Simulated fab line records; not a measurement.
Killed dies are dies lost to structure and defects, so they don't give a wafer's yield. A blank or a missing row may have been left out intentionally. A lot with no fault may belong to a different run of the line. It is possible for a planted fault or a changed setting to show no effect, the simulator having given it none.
Commonality check across tools ; flow nand harc ; Lots sampled 13, wafers sampled 42

WHY THIS WAS OPENED
At NHARC_P_GATE_CD_MEAS_91 the reading cd nm is flagged on 1 of 13 lots. Fault-free wafers read 1999.6 nm, with a standard deviation of 1.8.
Rule: a lot is flagged in two cases, either no wafer of it has a number, or all its wafers with numbers fall more than 4 standard deviations from that mean. The rest of the lots are taken to be sound.

lot;measured;on;cd nm (nm), wafer by wafer;flag
L763;day 5 21:00;cd sem-03;2000.9 2001.7 2002.7;
L766;day 7 07:55;cd sem-02;1997.4 1996.5 1997.8;
L767;day 7 14:16;cd sem-01;1999.2 1999.9 2001.2;
L768;day 8 10:41;cd sem-01;1997.6 1998.7 1997.8;
L769;day 8 14:41;cd sem-02;2003.3 2001.5 1999.0;
L770;day 8 23:08;cd sem-01;2001.0 2001.9 2002.3;
L771;day 9 08:09;cd sem-01;1997.5 1998.9 2000.4;
L774;day 10 20:38;cd sem-01;2000.2 2000.9 1998.6;
L775;day 11 08:14;cd sem-02;1877.8 1880.7 1880.5 1878.0 1880.9 1880.4;FLAGGED
L776;day 11 22:25;cd sem-02;2000.7 2000.4 1999.4;
L778;day 12 09:20;cd sem-01;1999.6 1997.4 1998.4;
L779;day 12 14:05;cd sem-01;1999.0 1997.5 1999.6;
L785;day 15 04:07;cd sem-01;2000.4 2000.0 1999.3;
On average the flagged lots' numbers are 1879.7 nm, which is -119.9 nm against the usual, or -67 standard deviations.

WHICH TOOL RAN EACH LOT
3 process steps preceding the reading are held in the record, out of 1302 steps in the route. Every cell lists first the tool, next ch and the chambers used by the sampled wafers, and last the start.
lot;flag;NHARC_P_GATE_ETCHBACK_37;NHARC_P_GATE_STRIP_112;NHARC_P_GATE_EXPOSE_88
L763;;rie diel-09 ch 1,2, day 5 19:59 or earlier;plasma asher-01 ch 0,1, day 5 19:59;krf scanner-03 ch 0, day 5 20:50
L766;;rie diel-04 ch 0,1,2, day 7 06:44 or earlier;plasma asher-01 ch 0,1, day 7 06:44;krf scanner-02 ch 0, day 7 07:46
L767;;rie diel-10 ch 0,1,3, day 7 13:08 or earlier;plasma asher-02 ch 0,1, day 7 13:08;krf scanner-01 ch 0, day 7 14:07
L768;;rie diel-09 ch 0,1,3, day 8 09:40 or earlier;plasma asher-02 ch 0,1, day 8 09:40;krf scanner-01 ch 0, day 8 10:32
L769;;rie diel-09 ch 1,2,3, day 8 13:31 or earlier;plasma asher-02 ch 0, day 8 13:31;krf scanner-03 ch 0, day 8 14:32
L770;;rie diel-10 ch 0,1,2, day 8 22:05 or earlier;plasma asher-02 ch 0,1, day 8 22:05;krf scanner-03 ch 0, day 8 22:59
L771;;rie diel-10 ch 1,2, day 9 07:00 or earlier;plasma asher-02 ch 0,1, day 9 07:00;krf scanner-01 ch 0, day 9 07:59
L774;;rie diel-04 ch 0,3, day 10 19:26 or earlier;plasma asher-01 ch 0,1, day 10 19:26;krf scanner-03 ch 0, day 10 20:29
L775;FLAGGED;rie diel-04 ch 0,2, day 11 07:06 or earlier;plasma asher-01 ch 0,1, day 11 07:06;krf scanner-01 ch 0, day 11 08:05
L776;;rie diel-04 ch 1,2,3, day 11 21:15 or earlier;plasma asher-01 ch 0,1, day 11 21:15;krf scanner-03 ch 0, day 11 22:16
L778;;rie diel-09 ch 0,1,2, day 12 08:10 or earlier;plasma asher-01 ch 0, day 12 08:10;krf scanner-02 ch 0, day 12 09:11
L779;;rie diel-09 ch 0,1, day 12 13:07 or earlier;plasma asher-02 ch 0,1, day 12 13:07;krf scanner-02 ch 0, day 12 13:56
L785;;rie diel-04 ch 0,1,3, day 15 02:56 or earlier;plasma asher-01 ch 0,1, day 15 02:56;krf scanner-01 ch 0, day 15 03:58
What these steps do:
- NHARC_P_GATE_ETCHBACK_37: etches the open film in CHF3/O2, target depth 34.5 nm, time 17.2 s.
- NHARC_P_GATE_STRIP_112: strips in N2/H2, time 200 s.
- NHARC_P_GATE_EXPOSE_88: exposes mask P HVN, target cd 2000 nm.
- NHARC_P_GATE_CD_MEAS_91: target cd 2000 nm.

FLAGGED OVER TOTAL, TOOL BY TOOL (the gauges that took the reading come last)
step;tool;lots run;flagged;share of the flagged lots;sound lots run after its first flagged lot
NHARC_P_GATE_ETCHBACK_37;rie diel-04;5;1;all;2 (L776,L785)
NHARC_P_GATE_ETCHBACK_37;rie diel-09;5;0;none;-
NHARC_P_GATE_ETCHBACK_37;rie diel-10;3;0;none;-
NHARC_P_GATE_STRIP_112;plasma asher-01;7;1;all;3 (L776,L778,L785)
NHARC_P_GATE_STRIP_112;plasma asher-02;6;0;none;-
NHARC_P_GATE_EXPOSE_88;krf scanner-01;5;1;all;1 (L785)
NHARC_P_GATE_EXPOSE_88;krf scanner-02;3;0;none;-
NHARC_P_GATE_EXPOSE_88;krf scanner-03;5;0;none;-
NHARC_P_GATE_CD_MEAS_91;cd sem-01;8;0;none;-
NHARC_P_GATE_CD_MEAS_91;cd sem-02;4;1;all;1 (L776)
NHARC_P_GATE_CD_MEAS_91;cd sem-03;1;0;none;-
Because NHARC_P_GATE_ETCHBACK_37 lacks a start for some lots, the hours and order of its lots are taken from NHARC_P_GATE_STRIP_112.

WHAT IS ALLOWED BY THE TABLE
4 rows of the table ran every flagged lot: rie diel-04 at NHARC_P_GATE_ETCHBACK_37, plasma asher-01 at NHARC_P_GATE_STRIP_112, krf scanner-01 at NHARC_P_GATE_EXPOSE_88, cd sem-02 at NHARC_P_GATE_CD_MEAS_91.
- rie diel-04 at NHARC_P_GATE_ETCHBACK_37: 1 of its 5 lots flagged. Lots that were sound ran on it after the first flagged one (L776, L785); a persistent fault on the entire tool would not allow that.
- plasma asher-01 at NHARC_P_GATE_STRIP_112: 1 of its 7 lots flagged. Lots that were sound ran on it after the first flagged one (L776, L778, L785); a persistent fault on the entire tool would not allow that.
- krf scanner-01 at NHARC_P_GATE_EXPOSE_88: 1 of its 5 lots flagged. Lots that were sound ran on it after the first flagged one (L785); a persistent fault on the entire tool would not allow that.
- cd sem-02 at NHARC_P_GATE_CD_MEAS_91: 1 of its 4 lots flagged. Lots that were sound ran on it after the first flagged one (L776); a persistent fault on the entire tool would not allow that.
None of the table's rows ran every flagged lot and, after the first, no sound lot.

WHAT WAS PUT IN BY THE SIMULATOR
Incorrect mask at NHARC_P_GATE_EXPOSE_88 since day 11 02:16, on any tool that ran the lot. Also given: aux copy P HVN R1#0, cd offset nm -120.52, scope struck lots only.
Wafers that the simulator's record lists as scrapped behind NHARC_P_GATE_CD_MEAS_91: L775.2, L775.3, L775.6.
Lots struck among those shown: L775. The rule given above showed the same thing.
